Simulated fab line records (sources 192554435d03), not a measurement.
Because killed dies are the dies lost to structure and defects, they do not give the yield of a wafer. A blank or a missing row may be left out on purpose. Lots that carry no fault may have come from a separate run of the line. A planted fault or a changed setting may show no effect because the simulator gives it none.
Struck lot and sound lot, side by side :: flow n5-finfet :: 16 out of 1938 route steps
Sound: the wafers L304.2, L304.4, L304.5. The struck wafers were L318.2, L318.3, L318.5. At the end, the cause is stated.
Per side, at each step with rows, come the tool, then ch with its chambers, and then its first start. Under that, the readings that differ: sound wafers :: struck wafers :: difference of the means :: sigmas: that difference in standard deviations of wafers without a fault.
alike: readings with means less than 2 such deviations apart, plus words and numbers identical on both sides. not compared: withheld readings, readings lacking a value on some wafer, bounds such as >300 that could conceal the same value, and numbers that have no deviation in the record and whose values overlap.
The two part at a step that has a row with sigmas, a row that says differs or no value, or rows on one side only. Numbers that don't overlap but have no deviation are shown without sigmas and don't part them. Lack of a reading on every wafer of one side parts them only where that side has two or more wafers.

first, 1 step without rows for these wafers: N5_BEOL_M0_WET_ETCH_106 (etches SiO2 in DHF, target depth 130 nm, rinse time 30 s).
N5_BEOL_M0_ETCH_128: etches SiCN in CF4/N2, target depth 12 nm, overetch 5.1 nm, time 21.4 s.
  sound on rie-diel-02 ch 0,2, day 7 04:17; struck on rie-diel-02 ch 0,1, day 10 10:06
  alike: drypump-motor-current-A, n2-flow-sccm, oes-product-au, rf-vpp-V, showerhead-plenum-p-Torr, throttle-valve-pct
  not compared: rf-hours-counter-h
then, 1 step without rows for these wafers: N5_BEOL_M0_TRENCH_ETCH_107 (etches SiOC in C4F6/O2, target depth 32.8 nm, time 16.4 s).
N5_BEOL_M0_STRIP_142: strips in N2/H2, time 10 s.
  sound on rie-diel-02 ch 0,2, day 7 04:21; struck on rie-diel-02 ch 0,1, day 10 10:10
  alike: drypump-motor-current-A, h2-flow-sccm, n2-flow-sccm, oes-product-au, rf-vpp-V, showerhead-plenum-p-Torr, throttle-valve-pct
  not compared: rf-hours-counter-h
N5_BEOL_M0_OCD_MEAS_108:
  sound: ocd-01 at day 7 04:26; struck: ocd-01 at day 10 10:16
  alike: trench-depth-nm
then, 2 steps without rows for these wafers: N5_BEOL_M0_HM_STRIP_129 (strips TiN in peroxide tin strip, target depth 17 nm, time 108 s); N5_BEOL_M0_SRD_130 (time 30 s).
N5_BEOL_M0_ETCH_109: etches SiCN in CH3F/O2, target depth 8 nm, overetch 2.4 nm, time 27.4 s.
  sound on rie-diel-04 ch 1,2, day 7 04:46; struck on rie-diel-06 ch 1,2, day 10 10:22
  alike: drypump-motor-current-A, oes-product-au, rf-vpp-V, showerhead-plenum-p-Torr, throttle-valve-pct
  not compared: rf-hours-counter-h
then, 3 steps without rows for these wafers: N5_BEOL_M0_STRIP_139 (strips in post etch residue remover, time 60 s); N5_BEOL_M0_SRD_111 (time 30 s); N5_BEOL_M0_DEGAS_112 (time 60 s).
N5_BEOL_M0_PRE_CLEAN_113: time 30 s.
  sound: pvd-sputter-02 at day 7 04:58; struck: pvd-sputter-02 at day 10 11:15
  alike: heater-power-w, susceptor-temp-C
N5_BEOL_M0_ALD_136: deposits TaN, pulse time 2 s, purge time 3 s, co reactant purge time 2 s.
  sound on ald-metal-01 ch 1,2, day 7 05:16; struck on ald-metal-01 ch 2,3, day 10 11:21
reading: purge-time-s (s)
sound: 3 3 3
struck: 2.8633 2.8633 2.8633
difference: -0.1367
sigmas: 

reading: susceptor-temp-C (C)
sound: 275.02 274.61 274.88
struck: - - -
difference: no value on the struck wafers
sigmas: 
  alike: heater-power-w
N5_BEOL_M0_SURFACE_TREAT_137:
  sound: pvd-sputter-03 at day 7 06:47; struck: pvd-sputter-01 at day 10 12:58
  not compared: throttle-valve-pct
N5_BEOL_M4_RC_MEAS_101:
  sound on prober-01 ch 0, day 9 11:23; struck on prober-01 ch 0, day 12 07:16
  alike: DIBL_N, DIBL_P, IOFF_N, IOFF_P, ION_N, ION_P, SS_N, SS_P, VT_N, VT_P
-- record jumps: 4 days separate the struck wafers' starts on either side; left off in module BEOL_M4, taken up again in module PASSIVATION, whose first shown step is the route's number 1936 --
N5_PASSIVATION_PROBE_49:
  sound: prober-01 at day 13 10:32; struck: prober-01 at day 16 13:29
  alike: defect-limited-yield, killed_at_M0_to_M3, killed_at_M4_up, killed-at-contacts, killed-at-front-end, killed-at-other, killed-dies, killed-open, killed-short, sort_bin_5_function, sort_bin_6_memory, sort_bin_8_speed, sort-n-pass, sort-yield-pct

== WHERE THEY PART ==
Only at N5_BEOL_M0_ALD_136, within this record. Later steps at which nothing parts them and some readings are alike: N5_BEOL_M4_RC_MEAS_101, N5_PASSIVATION_PROBE_49.

WHY: what the simulator had put in
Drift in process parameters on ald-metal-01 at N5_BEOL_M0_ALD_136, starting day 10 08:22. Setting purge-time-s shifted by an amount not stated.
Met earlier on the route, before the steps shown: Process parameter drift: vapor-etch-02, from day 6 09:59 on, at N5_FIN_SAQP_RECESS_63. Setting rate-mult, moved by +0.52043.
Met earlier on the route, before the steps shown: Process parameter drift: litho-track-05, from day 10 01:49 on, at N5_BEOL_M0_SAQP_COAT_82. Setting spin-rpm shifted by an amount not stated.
